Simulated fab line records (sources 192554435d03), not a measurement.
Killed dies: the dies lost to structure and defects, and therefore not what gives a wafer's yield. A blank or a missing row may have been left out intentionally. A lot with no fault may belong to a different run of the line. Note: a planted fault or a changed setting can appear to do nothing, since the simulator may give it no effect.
Which tool did it? ; flow n5-finfet ; 9 lots, 24 wafers sampled, at 8 steps of a route of 1938

WHAT EACH GAUGE READ, for each wafer
N5_MOL_CONTACT_COAG_THK_MEAS_53. Usual: for VIA_MOL_THK the level is 44.0 nm and the standard deviation is 0.65.
lot;measured;on;VIA_MOL_THK (nm);flag
L455;day 5 12:04;film-metro-01;42.9 43.1;
L458;day 6 06:23;film-metro-02;43.0 44.5 45.2;
L461;day 7 02:47;film-metro-01;43.7 44.2;
L464;day 7 19:31;film-metro-01;44.0 44.4;
L465;day 7 23:00;film-metro-01;43.6 43.8 44.0;
L467;day 8 14:31;film-metro-01;42.5 44.0 44.7;
L474;day 10 07:08;film-metro-02;44.4 43.8 44.8;
L476;day 10 19:00;film-metro-01;43.6 44.2 44.8;
L477;day 11 00:24;film-metro-02;43.3 44.3 43.9;

N5_BEOL_M0_SAQP_INSPECT_16: inspects for defects (brightfield). Usual: raw-defect-count at 479, with a standard deviation of 100.
lot;measured;on;raw-defect-count;flag
L455;day 5 17:59;defect-inspect-02;359 369;
L458;day 6 11:20;defect-inspect-01;304 332 382;
L461;day 7 08:26;defect-inspect-01;530 363;
L464;day 8 02:07;defect-inspect-01;570 455;
L465;day 8 07:04;defect-inspect-01;1575 1622 1424;OFF
L467;day 8 19:32;defect-inspect-02;1509 1625 1576;OFF
L474;day 10 12:23;defect-inspect-01;418 522 403;
L476;day 11 00:58;defect-inspect-01;416 384 394;
L477;day 11 04:44;defect-inspect-02;682 512 635;

N5_BEOL_M0_SAQP_INSPECT_42: inspects for defects (brightfield). Usual: raw-defect-count at 278, with a standard deviation of 76.
lot;measured;on;raw-defect-count;flag
L455;day 5 23:58;defect-inspect-01;209 241;
L458;day 6 15:38;defect-inspect-02;352 315 339;
L461;day 7 12:57;defect-inspect-01;248 217;
L464;day 8 07:07;defect-inspect-01;417 327;
L465;day 8 11:51;defect-inspect-01;1341 1500 1260;OFF
L467;day 9 00:46;defect-inspect-02;1384 1357 1471;OFF
L474;day 10 18:11;defect-inspect-01;371 370 299;
L476;day 11 09:30;defect-inspect-02;280 238 239;
L477;day 11 09:33;defect-inspect-01;390 301 300;

N5_BEOL_M0_CUTY_INSPECT_59: inspects for defects (macro). Usual: raw-defect-count at 1.9, with a standard deviation of 1.4.
lot;measured;on;raw-defect-count;flag
L455;day 6 01:26;defect-inspect-01;2 2;
L458;day 6 16:56;defect-inspect-02;4 4 3;
L461;day 7 14:17;defect-inspect-01;0 2;
L464;day 8 08:35;defect-inspect-01;3 1;
L465;day 8 14:00;defect-inspect-02;>300 >300 >300;OFF
L467;day 9 02:11;defect-inspect-02;>300 >300 >300;OFF
L474;day 10 19:43;defect-inspect-02;2 1 2;
L476;day 11 11:34;defect-inspect-02;1 2 0;
L477;day 11 11:43;defect-inspect-01;2 1 2;

N5_BEOL_M4_RC_MEAS_101. Usual: DIBL_N 37.5 mV/V, standard deviation 2; DIBL_P 37.5 mV/V, standard deviation 2.5; IOFF_N 0.18 nA/um, standard deviation 0.042; IOFF_P 0.24 nA/um, standard deviation 0.046; ION_N 677 uA/um, standard deviation 15; ION_P 464 uA/um, standard deviation 9.5; SS_N 72.0 mV/dec, standard deviation 0.76; SS_P 73.6 mV/dec, standard deviation 0.79; VT_N 249 mV, standard deviation 3.5; VT_P -249 mV, standard deviation 3.2.
lot;measured;on;DIBL_N (mV/V);DIBL_P (mV/V);IOFF_N (nA/um);IOFF_P (nA/um);ION_N (uA/um);ION_P (uA/um);SS_N (mV/dec);SS_P (mV/dec);VT_N (mV);VT_P (mV);flag
L455;day 8 02:11;prober-02;37.0 38.1;38.6 39.7;0.17 0.18;0.23 0.26;691 667;466 458;72.8 72.8;74.1 74.7;247 251;-251 -249;
L458;day 8 14:33;prober-02;36.5 37.0 39.3;34.2 36.7 37.7;0.13 0.15 0.18;0.21 0.26 0.26;670 658 680;468 464 470;71.2 71.2 72.3;73.3 73.5 73.6;254 250 247;-247 -248 -245;
L461;day 9 12:52;prober-02;36.8 38.7;37.1 38.1;0.14 0.19;0.24 0.25;645 679;448 464;70.6 71.8;73.9 73.3;254 247;-251 -249;
L464;day 10 09:12;prober-01;33.9 38.4;33.9 39.7;0.13 0.24;0.18 0.28;653 680;454 467;71.4 72.7;73.0 75.1;253 249;-251 -246;
L465;day 10 12:13;prober-01;37.1 37.0 36.0;40.3 38.0 37.7;0.19 0.19 0.15;0.27 0.20 0.20;658 665 654;446 449 446;71.9 73.0 72.2;74.3 72.5 72.6;250 248 254;-252 -252 -255;
L467;day 11 07:12;prober-02;39.4 39.2 34.6;39.6 39.9 34.0;0.22 0.21 0.14;0.23 0.25 0.17;676 680 663;457 460 448;72.2 72.6 71.4;74.0 74.8 72.7;248 247 252;-252 -249 -254;
L474;day 13 02:38;prober-01;34.4 42.0 38.8;32.8 42.2 37.2;0.13 0.33 0.20;0.20 0.38 0.25;667 704 686;465 485 470;71.4 73.0 72.1;72.4 74.2 74.1;251 238 248;-249 -242 -247;
L476;day 13 17:25;prober-01;39.4 34.4 39.7;39.4 34.4 40.4;0.22 0.12 0.23;0.25 0.18 0.28;683 672 697;457 465 474;72.8 71.4 72.3;74.8 73.1 74.5;244 251 241;-249 -254 -249;
L477;day 13 19:04;prober-02;37.1 35.2 38.5;36.8 35.5 38.6;0.19 0.13 0.20;0.20 0.18 0.23;668 659 673;454 452 457;72.8 71.5 72.3;73.0 73.1 74.2;248 251 248;-253 -253 -249;

EACH LOT AND THE TOOL THAT RAN IT (in order: tool; ch and the chambers of the sampled wafers; start)
lot;N5_BEOL_M0_SAQP_PECVD_97;N5_BEOL_M0_SAQP_PECVD_04;N5_BEOL_M0_SAQP_DESCUM_19
L455;pecvd-02 ch 0,2, day 5 17:19;pecvd-02 ch 0,2, day 5 17:21;rie-diel-02 ch 0,3, day 5 18:01
L458;pecvd-03 ch 1,2, day 6 10:40;pecvd-03 ch 1,2, day 6 10:43;rie-diel-03 ch 0,1,2, day 6 11:32
L461;pecvd-02 ch 0,2, day 7 07:44;pecvd-02 ch 0,2, day 7 07:46;rie-diel-02 ch 0,1, day 7 08:28
L464;pecvd-03 ch 0,1, day 8 01:25;pecvd-03 ch 0,1, day 8 01:28;rie-diel-02 ch 1,2, day 8 02:09
L465;pecvd-03 ch 0,1,2, day 8 06:23;pecvd-03 ch 0,1,2, day 8 06:26;rie-diel-02 ch 0,1, day 8 07:06
L467;pecvd-03 ch 0,1,2, day 8 18:52;pecvd-03 ch 0,1,2, day 8 18:54;rie-diel-03 ch 0,1,3, day 8 19:36
L474;pecvd-04 ch 0,1,2, day 10 11:43;pecvd-04 ch 0,1,2, day 10 11:44;rie-diel-02 ch 1,2,3, day 10 12:25
L476;pecvd-02 ch 0,1, day 11 00:25;pecvd-02 ch 0,1, day 11 00:28;rie-diel-02 ch 0,1,3, day 11 01:26
L477;pecvd-04 ch 0,1, day 11 04:04;pecvd-04 ch 0,1, day 11 04:06;rie-diel-02 ch 1,2,3, day 11 04:57
- N5_BEOL_M0_SAQP_PECVD_97: deposits SiNx from SiH4/NH3/N2, target thk 23 nm, time 19.9 s.
- N5_BEOL_M0_SAQP_PECVD_04: deposits a-Si from SiH4/He, target thk 60 nm, time 60.2 s.
- N5_BEOL_M0_SAQP_DESCUM_19: chemistry O2, time 7.9 s.

AS READ BY THE TOOLS THEMSELVES (means over the sampled wafers that have a number; for cases with no such wafer, the mark the record gives instead)
N5_BEOL_M0_SAQP_PECVD_97. Usual: heater-power-w 554 W, standard deviation 48; showerhead-plenum-p-Torr 5.16 Torr, standard deviation 0.068; throttle-valve-pct 39.2 %, standard deviation 2.4.
lot;tool;heater-power-w (W);showerhead-plenum-p-Torr (Torr);throttle-valve-pct (%);flag
L455;pecvd-02;505;5.15;41.0;
L458;pecvd-03;620;5.09;38.5;
L461;pecvd-02;496;5.14;41.1;
L464;pecvd-03;566;5.09;39.2;
L465;pecvd-03;579;5.08;39.0;
L467;pecvd-03;572;5.09;39.0;
L474;pecvd-04;572;5.22;38.1;
L476;pecvd-02;541;5.17;42.3;
L477;pecvd-04;522;5.26;38.8;

N5_BEOL_M0_SAQP_PECVD_04. Usual: heater-power-w 631 W, standard deviation 52; showerhead-plenum-p-Torr 5.68 Torr, standard deviation 0.052; throttle-valve-pct 17.9 %, standard deviation 1.1.
lot;tool;heater-power-w (W);showerhead-plenum-p-Torr (Torr);throttle-valve-pct (%);flag
L455;pecvd-02;592;5.69;18.8;
L458;pecvd-03;622;5.64;17.6;
L461;pecvd-02;565;5.67;18.5;
L464;pecvd-03;598;5.62;17.9;
L465;pecvd-03;676;5.62;17.8;
L467;pecvd-03;648;5.63;17.8;
L474;pecvd-04;662;5.73;17.3;
L476;pecvd-02;597;5.69;19.2;
L477;pecvd-04;661;5.75;17.9;

N5_BEOL_M0_SAQP_DESCUM_19. Usual: bias-power-w 19.99 W, standard deviation 0.056; drypump-motor-current-A 5.7 A, standard deviation 0.39; oes-product-au 0.77 a.u., standard deviation 0.081; rf-vpp-V 242.7 V, standard deviation 1; showerhead-plenum-p-Torr 2.07 Torr, standard deviation 0.048; throttle-valve-pct 20.43 %, standard deviation 0.25.
lot;tool;bias-power-w (W);drypump-motor-current-A (A);oes-product-au (a.u.);rf-vpp-V (V);showerhead-plenum-p-Torr (Torr);throttle-valve-pct (%);flag
L455;rie-diel-02;20.05;5.8;0.78;243.4;2.07;20.23;
L458;rie-diel-03;20.00;6.0;0.73;244.2;2.11;20.69;
L461;rie-diel-02;20.01;6.0;0.85;243.1;2.05;20.38;
L464;rie-diel-02;20.00;5.5;0.82;242.7;2.07;20.41;
L465;rie-diel-02;20.00;6.0;0.87;243.7;2.05;20.33;
L467;rie-diel-03;19.95;5.9;0.74;243.0;2.11;20.62;
L474;rie-diel-02;19.96;5.4;0.79;242.7;2.07;20.28;
L476;rie-diel-02;19.97;5.8;0.80;243.0;2.06;20.25;
L477;rie-diel-02;19.97;5.4;0.79;242.0;2.07;20.28;

THE ANSWER, worked out from the rows above alone
Rule: take the mean of a lot's wafers that have a number; if it is more than 3 standard deviations from the usual mean, the lot is off. A lot without any number at a reading at which 4 lots or more have one is off too. The other lots that the step has rows for count as sound. After the gauges, taken in route order, come the tools' own readings; for these a lot's mean is taken, as printed above. At the first step where some lot is off, the reading lying furthest off is the one used; lots without a number count as furthest.
Off, at N5_BEOL_M0_SAQP_INSPECT_16 on raw-defect-count: L465, L467.
A tool fits if, at a process step before that reading, it ran every lot that is off, and no sound lot after the first of them. Gauges at N5_BEOL_M0_SAQP_INSPECT_16: tried the same way as those tools. One candidate fits, namely pecvd-03 at N5_BEOL_M0_SAQP_PECVD_97 and N5_BEOL_M0_SAQP_PECVD_04. At N5_BEOL_M0_SAQP_PECVD_97 its last sound lot is L464 (day 8 01:25), its first lot that is off L465 (day 8 06:23): a fault that began between those two fits.

WHAT THE SIMULATOR PUT IN
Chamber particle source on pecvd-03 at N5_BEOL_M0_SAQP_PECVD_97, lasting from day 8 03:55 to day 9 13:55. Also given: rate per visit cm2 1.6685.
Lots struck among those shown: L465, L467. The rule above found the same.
